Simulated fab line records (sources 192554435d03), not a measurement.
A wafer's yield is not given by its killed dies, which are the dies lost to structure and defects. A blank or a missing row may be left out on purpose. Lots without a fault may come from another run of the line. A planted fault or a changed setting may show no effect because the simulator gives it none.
Matching of chambers || flow n5Finfet || rieDiel-01 running N5_BEOL_M8_DESCUM_16: 4 sister chambers
The step chemistry O2, time 7.9 s. 8 wafers are shown with their chamber, then 7 later ones without.

## WAFERS WITH THEIR CHAMBER
{"wafer": "L075.1", "chamber": 3, "drypumpMotorCurrentA (A)": 6.3, "throttleValvePct (%)": 20.27}
{"wafer": "L074.4", "chamber": 3, "drypumpMotorCurrentA (A)": 6.3, "throttleValvePct (%)": 20.28}
{"wafer": "L076.6", "chamber": 0, "drypumpMotorCurrentA (A)": 6.3, "throttleValvePct (%)": 20.39}
{"wafer": "L081.2", "chamber": 1, "drypumpMotorCurrentA (A)": 5.8, "throttleValvePct (%)": 20.40}
{"wafer": "L081.3", "chamber": 2, "drypumpMotorCurrentA (A)": 5.2, "throttleValvePct (%)": 20.62}
{"wafer": "L081.6", "chamber": 0, "drypumpMotorCurrentA (A)": 6.4, "throttleValvePct (%)": 20.40}
{"wafer": "L087.1", "chamber": 2, "drypumpMotorCurrentA (A)": 5.2, "throttleValvePct (%)": 20.61}
{"wafer": "L087.3", "chamber": 1, "drypumpMotorCurrentA (A)": 5.6, "throttleValvePct (%)": 20.44}

## WAFERS MISSING THEIR CHAMBER
{"wafer": "L087.5", "drypumpMotorCurrentA (A)": 6.4, "throttleValvePct (%)": 20.42}
{"wafer": "L094.1", "drypumpMotorCurrentA (A)": 5.7, "throttleValvePct (%)": 20.44}
{"wafer": "L094.2", "drypumpMotorCurrentA (A)": 5.2, "throttleValvePct (%)": 20.67}
{"wafer": "L094.4", "drypumpMotorCurrentA (A)": 6.4, "throttleValvePct (%)": 20.44}
{"wafer": "L096.3", "drypumpMotorCurrentA (A)": 6.4, "throttleValvePct (%)": 20.48}
{"wafer": "L096.4", "drypumpMotorCurrentA (A)": 5.7, "throttleValvePct (%)": 20.47}
{"wafer": "L096.5", "drypumpMotorCurrentA (A)": 6.4, "throttleValvePct (%)": 20.46}

## CHAMBER TAKEN BY EACH
{"wafer": "L087.5", "from the rows above": 0, "in truth": 0}
{"wafer": "L094.1", "from the rows above": 1, "in truth": 1}
{"wafer": "L094.2", "from the rows above": 2, "in truth": 2}
{"wafer": "L094.4", "from the rows above": 0, "in truth": 0}
{"wafer": "L096.3", "from the rows above": 0, "in truth": 0}
{"wafer": "L096.4", "from the rows above": 1, "in truth": 1}
{"wafer": "L096.5", "from the rows above": 0, "in truth": 0}
Correct placement for 7 of the 7. Left unplaced by these rows: 0. 0 placed wrongly.
How it was worked out, from the rows above alone: a wafer's distance from a chamber is the root of the sum, over the readings, of the square of ((its reading less the chamber's mean) divided by the reading's scatter). The wafer belongs to the nearest chamber; if the next one is less than 2 further off, it can't be placed. For every chamber, the mean is computed from those of its wafers that are shown. The scatter: the root of (the sum of the squares of (reading less its chamber's mean) over the shown wafers, divided by (wafers less chambers)).
